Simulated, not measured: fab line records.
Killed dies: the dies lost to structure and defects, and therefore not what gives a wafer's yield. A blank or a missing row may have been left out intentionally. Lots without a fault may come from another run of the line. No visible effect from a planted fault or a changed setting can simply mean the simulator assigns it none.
Chamber matching | flow nand-harc | NHARC_P_M2_DEP_33 on pecvd-03 has 3 sister chambers
The step deposits SiCN, target thk 30 nm. 3 wafers are shown with their chamber, then 12 later ones without.

== EACH WAFER AND ITS CHAMBER ==
wafer  | chamber | heater-power-w (W)
L089.4 | 1       | 475
L089.5 | 2       | 666
L089.6 | 0       | 575

== WAFERS WITHOUT THEIR CHAMBER ==
wafer  | heater-power-w (W)
L092.1 | 568
L092.2 | 485
L092.4 | 575
L092.3 | 598
L092.5 | 597
L092.6 | 488
L094.1 | 476
L094.4 | 553
L094.5 | 605
L097.1 | 543
L097.5 | 691
L097.6 | 550

== WHICH CHAMBER EACH WENT THROUGH ==
wafer  | from the rows above     | in truth
L092.1 | 0                       | 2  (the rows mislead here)
L092.2 | 1                       | 1
L092.4 | 0                       | 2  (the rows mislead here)
L092.3 | 0                       | 0
L092.5 | 0                       | 0
L092.6 | 1                       | 1
L094.1 | 1                       | 1
L094.4 | 0                       | 0
L094.5 | can't be placed: 0 or 2 | 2
L097.1 | can't be placed: 0 or 1 | 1
L097.5 | 2                       | 2
L097.6 | 0                       | 0
8 of 12 placed correctly. Not placeable from these rows: 2 (in 2, the candidates include the true chamber). Wrongly placed: 2.
How it was worked out, from the rows above alone: a wafer's distance from a chamber is the root of the sum, over the readings, of the square of ((its reading less the chamber's mean) divided by the reading's scatter). If the next closest chamber is less than 2 further off than the closest, the wafer can't be placed; otherwise it belongs to the closest. A chamber's mean is the mean of its shown wafers. The scatter (one wafer shown for each chamber): square how far every hidden wafer sits from the nearest shown wafer, average those squares and take the square root.
